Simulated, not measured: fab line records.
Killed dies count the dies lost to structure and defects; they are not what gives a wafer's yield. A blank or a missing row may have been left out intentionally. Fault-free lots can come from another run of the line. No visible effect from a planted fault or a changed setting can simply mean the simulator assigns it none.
Matching of chambers | flow nand-harc | NHARC_A_SGD_CUT_CMP_21 on cmp-04 has 4 sister chambers
The step polishes, target thk 148.19 nm. 20 wafers are shown with their chamber, then 10 later ones without.

WAFERS PAIRED WITH THEIR CHAMBERS
wafer  | chamber | motor-current-A (A) | time-to-endpoint-s (s) | slurry-flow-ml-min
L076.2 | 0       | 13.3                | 51.6                   | 150.3
L076.5 | 2       | 14.8                | 49.1                   | 149.7
L076.6 | 1       | 13.2                | 46.7                   | 149.8
L079.2 | 2       | 14.8                | 50.6                   | 150.1
L079.3 | 3       | 12.1                | 51.8                   | 150.5
L079.5 | 0       | 13.0                | 51.1                   | 149.3
L081.1 | 2       | 14.1                | 44.5                   | 150.0
L081.3 | 0       | 13.5                | 45.7                   | 150.3
L081.5 | 1       | 13.1                | 41.9                   | 150.0
L082.4 | 3       | 11.8                | 50.5                   | 150.0
L082.5 | 1       | 13.0                | 47.5                   | 150.3
L082.6 | 0       | 13.0                | 50.2                   | 149.5
L085.3 | 3       | 11.6                | 55.9                   | 150.2
L085.4 | 0       | 13.8                | 51.5                   | 149.6
L085.5 | 2       | 14.4                | 51.2                   | 150.5
L087.2 | 1       | 13.2                | 49.4                   | 150.3
L087.3 | 2       | 15.3                | 48.9                   | 149.4
L087.4 | 3       | 12.2                | 56.1                   | 150.2
L089.3 | 3       | 11.9                | 51.5                   | 150.2
L089.5 | 3       | 11.1                | 53.3                   | 149.8

SIGNATURES (averages over the wafers above)
reading            | chamber 0 | chamber 1 | chamber 2 | chamber 3 | scatter within a chamber
motor-current-A    | 13.320    | 13.125    | 14.680    | 11.783    | 0.363
time-to-endpoint-s | 50.020    | 46.375    | 48.860    | 53.183    | 2.63
slurry-flow-ml-min | 149.800   | 150.100   | 149.940   | 150.150   | 0.356
Rule: distance of a wafer from a chamber = root of the sum over the readings of ((wafer's reading minus chamber's mean) / reading's scatter) squared. If the next closest chamber is less than 2 further off than the closest, the wafer can't be placed; otherwise it belongs to the closest. The scatter: the root of (the sum of the squares of (reading less its chamber's mean) over the shown wafers, divided by (wafers less chambers)).

WAFERS WHOSE CHAMBER IS MISSING
wafer  | motor-current-A (A) | time-to-endpoint-s (s) | slurry-flow-ml-min
L089.6 | 14.6                | 47.4                   | 149.9
L091.2 | 11.9                | 51.2                   | 150.6
L091.3 | 12.9                | 52.3                   | 150.7
L091.4 | 12.9                | 53.9                   | 150.0
L095.1 | 13.6                | 50.4                   | 150.5
L095.2 | 15.1                | 48.1                   | 150.6
L095.4 | 12.7                | 46.8                   | 149.4
L097.1 | 13.5                | 48.4                   | 149.5
L097.2 | 13.2                | 50.2                   | 151.1
L097.5 | 11.5                | 52.8                   | 150.4

WHICH CHAMBER EACH ONE RAN IN
wafer  | from the rows above          | in truth
L089.6 | 2                            | 2
L091.2 | 3                            | 3
L091.3 | can't be placed: 1 or 0 or 3 | 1
L091.4 | can't be placed: 0 or 1 or 3 | 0
L095.1 | can't be placed: 0 or 1 or 2 | 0
L095.2 | 2                            | 2
L095.4 | can't be placed: 1 or 0 or 3 | 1
L097.1 | can't be placed: 0 or 1      | 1
L097.2 | can't be placed: 1 or 0 or 3 | 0
L097.5 | 3                            | 3
Correctly placed: 4 of 10. Cannot be placed on the basis of these rows: 6; the candidates contain the true chamber in 6. Wrongly placed: 0.
